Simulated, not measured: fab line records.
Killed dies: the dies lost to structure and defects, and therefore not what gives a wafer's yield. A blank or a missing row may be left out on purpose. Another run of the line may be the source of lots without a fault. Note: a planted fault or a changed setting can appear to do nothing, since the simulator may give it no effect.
fab line records -- flow n5Finfet
[record] lots = 9, wafers = 27, lastDay = 18
route steps=1938 shown BEOL_M0_SAQP@633 BEOL_M0@729 BEOL_M1@751 BEOL_M4@1111
lots with no fault: from the same line, run without faults
startH: start of the lot's first displayed wafer, in hours after the record's first day -- waitH: hours since the lot's step before -- " as in the row above -- L1.1+2: several wafers, shown together as one row -- - no value, or no start given -- * or withheld: withheld -- < > ~ a bound
route shown NAME@n: names a module that has steps shown in the file, with the first one's number in the route -- usual: the fault-free wafers' mean and standard deviation -- same: alike in all rows -- chamber/n: place in a boat -- sites: each site's reading -- _std_site: the standard deviation of these -- _edge_site: outer sites' mean less inner sites' -- radiusMm: how far each site lies from the wafer's centre -- mask NAME#n: copy n -- behind: tool/chamber where the wafer was last shaped -- hold: why the lot was held/for how many hours/how that ended -- device: names the non-switching transistor (n, p or np) -- end of line: the same wafers' tests at the end of the route -- a step with no rows: only its recipe -- killed: dies lost to structure and defects at the first sort, not the wafer's yield -- map: a wafer's dies, marking killed ones x, the rest . and places with no die _
set.NAME: the run value of the setting; set.NAME@STEP: its run value at that earlier step -- model.NAME: the simulator's own value behind a step, which no gauge read
the route's steps for a sample of lots (tables are steps, rows are wafers)
services: from which hour (startH, from the record's first day; less than 0 if before it) a tool's chamber was out of use, for how many hours, and why
[[steps]]
[step N5_BEOL_M0_SAQP_ILD_DEP_01]
[recipe] material = SiOC, targetThkA = 454.19, tempC = 350, precursor = DEMS/O2, pressureTorr = 5, rfW = 500, timeS = 8.7
[usual] heaterPowerW = 517/100, showerheadPlenumPTorr = 5.689/0.016, throttleValvePct = 11.9/0.34
lot.wafer,tool,chamber,startH,waitH,heaterPowerW,showerheadPlenumPTorr,throttleValvePct
L539.2,pecvd-01,2,110.98,0.0,712,5.683,12.0
L539.4,pecvd-01,1,110.98,0.0,565,5.667,12.1
L539.6,pecvd-01,2,110.98,0.0,720,5.688,12.0
L542.1,pecvd-01,2,131.02,0.0,657,5.673,12.2
L542.5,pecvd-01,0,131.02,0.0,437,5.675,11.4
L542.6,pecvd-01,1,131.02,0.0,497,5.674,12.0
L543.1,pecvd-01,2,135.14,0.0,728,5.680,11.9
L543.2,pecvd-01,0,135.14,0.0,433,5.679,11.3
L543.3,pecvd-01,1,135.14,0.0,540,5.660,12.2
L544.1,pecvd-01,2,143.14,0.0,695,5.674,12.1
L544.3,pecvd-01,0,143.14,0.0,448,5.699,11.3
L544.6,pecvd-01,2,143.14,0.0,687,5.693,11.7
L546.3,pecvd-02,2,157.15,0.0,390,5.707,11.6
L546.4,pecvd-02,2,157.15,0.0,396,5.708,11.8
L546.6,pecvd-02,1,157.15,0.0,365,5.688,11.9
L547.2,pecvd-01,0,160.14,0.0,409,5.677,11.6
L547.4,pecvd-01,0,160.14,0.0,410,5.677,11.7
L547.6,pecvd-01,1,160.14,0.0,461,5.659,12.1
L556.1,pecvd-02,0,215.47,0.0,428,5.705,12.5
L556.3,pecvd-02,0,215.47,0.0,420,5.711,12.4
L556.4,pecvd-02,1,215.47,0.0,435,5.680,11.8
L557.1,pecvd-01,0,220.12,0.0,455,5.682,11.1
L557.4,pecvd-01,1,220.12,0.0,578,5.658,12.3
L557.6,pecvd-01,2,220.12,0.0,716,5.684,12.5
L560.1,pecvd-01,1,242.33,0.0,560,5.684,12.1
L560.4,pecvd-01,2,242.33,0.0,590,5.667,12.3
L560.5,pecvd-01,0,242.33,0.0,462,5.685,11.6
[step N5_BEOL_M0_DEGAS_112]
[recipe] ambient = vacuum, tempC = 250, timeS = 60
[usual] heaterPowerW = 325/28
lot.wafer,tool,chamber,startH,waitH,heaterPowerW
L539.2,pvdSputter-01,-,122.00,0.4,348
L539.4,pvdSputter-01,-,122.00,0.4,331
L539.6,pvdSputter-01,-,122.00,0.4,343
L542.1,pvdSputter-03,-,142.11,0.8,305
L542.5,pvdSputter-03,-,142.11,0.8,314
L542.6,pvdSputter-03,-,142.11,0.8,353
L543.1,pvdSputter-03,-,145.71,0.2,354
L543.2,pvdSputter-03,-,145.71,0.2,298
L543.3,pvdSputter-03,-,145.71,0.2,319
L544.1,pvdSputter-03,-,154.47,0.4,344
L544.3,pvdSputter-03,-,154.47,0.4,311
L544.6,pvdSputter-03,-,154.47,0.4,353
L546.3,pvdSputter-01,-,166.26,0.4,272
L546.4,pvdSputter-01,-,166.26,0.4,340
L546.6,pvdSputter-01,-,166.26,0.4,328
L547.2,pvdSputter-01,-,174.33,0.5,343
L547.4,pvdSputter-01,-,174.33,0.5,278
L547.6,pvdSputter-01,-,174.33,0.5,280
L556.1,pvdSputter-01,-,228.92,0.4,336
L556.3,pvdSputter-01,-,228.92,0.4,306
L556.4,pvdSputter-01,-,228.92,0.4,286
L557.1,pvdSputter-03,-,231.23,1.2,300
L557.4,pvdSputter-03,-,231.23,1.2,352
L557.6,pvdSputter-03,-,231.23,1.2,351
L560.1,pvdSputter-01,-,252.93,0.3,285
L560.4,pvdSputter-01,-,252.93,0.3,332
L560.5,pvdSputter-01,-,252.93,0.3,290
[step N5_BEOL_M0_ANNEAL_117]
[recipe] tempC = 400, timeS = 60, ambient = vacuum
[usual] heaterPowerW = 811/70, susceptor_temp_C_max = 400.77/0.3
lot.wafer,tool,chamber,startH,waitH,heaterPowerW,susceptor_temp_C_max
L539.2,pvdSputter-01,-,122.81,0.0,851,400.97
L539.4,pvdSputter-01,-,122.81,0.0,845,400.53
L539.6,pvdSputter-01,-,122.81,0.0,694,400.87
L542.1,pvdSputter-02,-,143.02,0.0,978,401.12
L542.5,pvdSputter-02,-,143.02,0.0,954,400.58
L542.6,pvdSputter-02,-,143.02,0.0,825,400.57
L543.1,pvdSputter-01,-,147.15,0.0,822,400.75
L543.2,pvdSputter-01,-,147.15,0.0,741,401.19
L543.3,pvdSputter-01,-,147.15,0.0,700,400.58
L544.1,pvdSputter-02,-,155.15,0.0,872,401.13
L544.3,pvdSputter-02,-,155.15,0.0,791,401.16
L544.6,pvdSputter-02,-,155.15,0.0,807,400.50
L546.3,pvdSputter-03,-,168.39,0.0,867,400.70
L546.4,pvdSputter-03,-,168.39,0.0,764,400.52
L546.6,pvdSputter-03,-,168.39,0.0,867,400.62
L547.2,pvdSputter-03,-,175.01,0.0,886,401.02
L547.4,pvdSputter-03,-,175.01,0.0,770,401.15
L547.6,pvdSputter-03,-,175.01,0.0,787,400.60
L556.1,pvdSputter-03,-,229.93,0.0,868,401.04
L556.3,pvdSputter-03,-,229.93,0.0,797,400.78
L556.4,pvdSputter-03,-,229.93,0.0,758,400.60
L557.1,pvdSputter-01,-,232.03,0.0,809,400.54
L557.4,pvdSputter-01,-,232.03,0.0,699,400.53
L557.6,pvdSputter-01,-,232.03,0.0,868,400.35
L560.1,pvdSputter-03,-,253.86,0.0,773,401.32
L560.4,pvdSputter-03,-,253.86,0.0,864,400.69
L560.5,pvdSputter-03,-,253.86,0.0,756,400.83
[step N5_BEOL_M0_RS_MEAS_126]
[recipe] thkMeasGauge = four-point-probe, reads = Co_of_BEOL_M0_CO_CAP_123+Cu_of_BEOL_M0_ECD_118+Co_of_BEOL_M0_CVD_115+TaN_of_BEOL_M0_ALD_136
[usual] M0_RS = 0.526/0.023
lot.wafer,tool,chamber,startH,waitH,M0_RS[ohm/sq]
L539.2,filmMetro-01,-,124.51,0.1,0.526
L539.4,filmMetro-01,-,124.51,0.1,0.484
L539.6,filmMetro-01,-,124.51,0.1,0.520
L542.1,filmMetro-01,-,144.78,0.0,0.532
L542.5,filmMetro-01,-,144.78,0.0,0.535
L542.6,filmMetro-01,-,144.78,0.0,0.545
L543.1,filmMetro-01,-,148.87,0.1,0.539
L543.2,filmMetro-01,-,148.87,0.1,0.514
L543.3,filmMetro-01,-,148.87,0.1,0.497
L544.1,filmMetro-02,-,156.54,0.0,0.533
L544.3,filmMetro-02,-,156.54,0.0,0.551
L544.6,filmMetro-02,-,156.54,0.0,1.143
L546.3,filmMetro-02,-,169.72,0.1,0.562
L546.4,filmMetro-02,-,169.72,0.1,0.553
L546.6,filmMetro-02,-,169.72,0.1,0.554
L547.2,filmMetro-02,-,176.55,0.1,0.517
L547.4,filmMetro-02,-,176.55,0.1,1.136
L547.6,filmMetro-02,-,176.55,0.1,1.116
L556.1,filmMetro-01,-,231.26,0.0,0.517
L556.3,filmMetro-01,-,231.26,0.0,0.528
L556.4,filmMetro-01,-,231.26,0.0,0.507
L557.1,filmMetro-01,-,233.35,0.0,0.543
L557.4,filmMetro-01,-,233.35,0.0,0.519
L557.6,filmMetro-01,-,233.35,0.0,0.551
L560.1,filmMetro-02,-,255.23,0.0,0.513
L560.4,filmMetro-02,-,255.23,0.0,0.511
L560.5,filmMetro-02,-,255.23,0.0,0.508
[step N5_BEOL_M1_ILD_DEP_00]
[recipe] material = SiOC, targetThkA = 790, tempC = 350, precursor = DEMS/O2, pressureTorr = 5, rfW = 500, timeS = 15.3
[usual] heaterPowerW = 482/65, showerheadPlenumPTorr = 5.695/0.012, throttleValvePct = 12.0/0.91
lot.wafer,tool,chamber,startH,waitH,heaterPowerW,showerheadPlenumPTorr,throttleValvePct
L539.2,pecvd-03,2,124.57,0.0,632,5.694,12.2
L539.4,pecvd-03,1,124.57,0.0,519,5.697,11.6
L539.6,pecvd-03,2,124.57,0.0,656,5.693,11.9
L542.1,pecvd-04,0,144.84,0.0,469,5.695,13.9
L542.5,pecvd-04,1,144.84,0.0,416,5.695,11.1
L542.6,pecvd-04,2,144.84,0.0,551,5.681,11.5
L543.1,pecvd-04,1,148.93,0.0,398,5.694,11.0
L543.2,pecvd-04,2,148.93,0.0,454,5.678,11.2
L543.3,pecvd-04,0,148.93,0.0,485,5.672,13.6
L544.1,pecvd-04,1,156.61,0.0,468,5.698,10.9
L544.3,pecvd-04,0,156.61,0.0,521,5.680,13.8
L544.6,pecvd-04,2,156.61,0.0,536,5.679,10.9
L546.3,pecvd-04,1,169.79,0.0,464,5.697,11.1
L546.4,pecvd-04,1,169.79,0.0,375,5.692,11.1
L546.6,pecvd-04,0,169.79,0.0,473,5.682,13.5
L547.2,pecvd-03,2,176.61,0.0,613,5.703,11.7
L547.4,pecvd-03,1,176.61,0.0,503,5.683,11.7
L547.6,pecvd-03,2,176.61,0.0,621,5.697,12.0
L556.1,pecvd-04,0,231.33,0.0,510,5.693,13.7
L556.3,pecvd-04,0,231.33,0.0,518,5.683,13.6
L556.4,pecvd-04,2,231.33,0.0,524,5.687,11.5
L557.1,pecvd-04,0,233.42,0.0,515,5.683,13.8
L557.4,pecvd-04,2,233.42,0.0,547,5.701,11.3
L557.6,pecvd-04,1,233.42,0.0,428,5.711,11.1
L560.1,pecvd-02,0,255.29,0.0,399,5.714,12.5
L560.4,pecvd-02,0,255.29,0.0,398,5.700,12.4
L560.5,pecvd-02,1,255.29,0.0,460,5.678,11.8
[step N5_BEOL_M4_RC_MEAS_101]
[usual] DIBL_N = 36.0/2.5, DIBL_P = 36.7/3, IOFF_N = 0.16/0.043, IOFF_P = 0.21/0.049, ION_N = 673/15, ION_P = 461/9.8, SS_N = 71.5/0.83, SS_P = 73.4/0.83, VT_N = 250/4, VT_P = -251/4
lot.wafer,tool,chamber,startH,waitH,DIBL_N[mV/V],DIBL_P[mV/V],IOFF_N[nA/um],IOFF_P[nA/um],ION_N[uA/um],ION_P[uA/um],SS_N[mV/dec],SS_P[mV/dec],VT_N[mV],VT_P[mV]
L539.2,prober-02,0,160.81,0.2,41.7,41.5,0.27,0.30,687,465,73.2,75.1,244,-247
L539.4,prober-02,0,160.81,0.2,36.4,34.4,0.14,0.17,663,449,71.2,73.3,255,-257
L539.6,prober-02,0,160.81,0.2,36.7,34.5,0.15,0.18,664,449,71.7,74.0,255,-255
L542.1,prober-01,0,186.86,0.0,29.9,30.0,0.09,0.13,677,470,69.7,71.6,256,-257
L542.5,prober-01,0,186.86,0.0,35.4,36.9,0.16,0.22,671,467,71.6,72.5,245,-249
L542.6,prober-01,0,186.86,0.0,32.0,32.9,0.11,0.17,675,475,71.5,71.8,254,-250
L543.1,prober-01,0,192.36,0.0,40.5,41.9,0.23,0.29,687,465,72.0,73.8,244,-245
L543.2,prober-01,0,192.36,0.0,32.2,32.5,0.09,0.15,647,452,69.8,71.4,258,-253
L543.3,prober-01,0,192.36,0.0,38.0,39.1,0.18,0.24,681,465,71.5,73.0,248,-247
L544.1,prober-01,0,199.92,0.0,34.7,36.8,0.13,0.22,668,469,71.1,74.0,250,-248
L544.3,prober-01,0,199.92,0.0,39.3,41.9,0.24,0.32,697,476,72.0,74.6,244,-243
L544.6,prober-01,0,199.92,0.0,35.2,37.8,0.14,0.23,660,461,70.2,74.2,253,-248
L546.3,prober-01,0,216.36,0.3,38.4,38.0,0.19,0.23,673,462,72.0,74.1,252,-251
L546.4,prober-01,0,216.36,0.3,35.0,35.9,0.13,0.19,665,456,71.3,73.1,254,-253
L546.6,prober-01,0,216.36,0.3,36.9,38.2,0.16,0.23,664,460,72.0,74.3,252,-250
L547.2,prober-01,0,218.24,0.2,39.2,43.4,0.28,0.32,689,470,72.0,75.1,242,-244
L547.4,prober-01,0,218.24,0.2,35.1,35.1,0.17,0.18,666,456,71.2,73.2,249,-254
L547.6,prober-01,0,218.24,0.2,33.3,35.7,0.13,0.17,677,463,69.9,72.6,251,-254
L557.1,prober-02,0,288.27,0.0,33.7,35.3,0.12,0.17,674,458,71.4,72.8,255,-256
L557.4,prober-02,0,288.27,0.0,35.5,37.1,0.15,0.19,679,461,71.3,73.7,250,-253
L557.6,prober-02,0,288.27,0.0,37.5,38.7,0.17,0.20,666,445,72.2,74.1,253,-252
L556.1,prober-02,0,296.13,0.0,34.8,37.1,0.16,0.19,679,462,71.5,73.4,248,-252
L556.3,prober-02,0,296.13,0.0,31.6,33.3,0.11,0.14,664,454,70.2,72.8,258,-256
L556.4,prober-02,0,296.13,0.0,27.6,28.4,0.07,0.11,649,455,69.4,71.7,258,-257
L560.1,prober-01,0,319.88,0.0,36.6,39.2,0.19,0.24,694,479,70.8,73.8,242,-249
L560.4,prober-01,0,319.88,0.0,35.8,38.0,0.16,0.21,684,469,71.7,73.5,248,-251
L560.5,prober-01,0,319.88,0.0,35.0,36.9,0.14,0.20,669,461,71.0,73.1,252,-250
[[services]]
tool,chamber,startH,hours,kind
pecvd-03,2,92.75,11.3,repair
pvdSputter-03,-,114.84,6.2,repair
pecvd-01,2,123.34,2.1,scheduledDown
pecvd-02,-,128.27,6.0,pm
pecvd-02,-,183.88,14.6,pm
pecvd-01,2,185.92,28.9,repair
pecvd-02,2,202.38,-,clean
pecvd-02,2,202.38,-,consumableReplace:showerhead
pecvd-02,2,202.38,29.0,scheduledDown
pecvd-02,2,202.38,29.0,ventCycle
pecvd-04,1,206.45,5.5,scheduledDown
pecvd-04,0,216.06,5.5,scheduledDown
pecvd-04,1,226.55,5.5,scheduledDown
pecvd-02,2,242.56,2.1,scheduledDown
[[key]]
[firstSign] step = N5_BEOL_M0_RS_MEAS_126, reading = M0_RS, direction = up, sigmas = 26, usual = 0.526, struck = 1.132
effect none on later readings
metAt N5_BEOL_M0_SAQP_ILD_DEP_01
struckLots L544,L547
struckWafers L544.6,L547.4,L547.6
notActingAt N5_BEOL_M0_DEGAS_112,N5_BEOL_M0_ANNEAL_117,N5_BEOL_M1_ILD_DEP_00
onsetBetween 135.14 143.14
[fault] kind = processParameterDrift, tool = pecvd-01, chamber = -, onsetH = 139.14, steps = N5_BEOL_M0_SAQP_ILD_DEP_01, channel = timeS, offset = *, shape = step, endH = 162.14, scope = struckWafersOnly, actsIn = *, stated = *
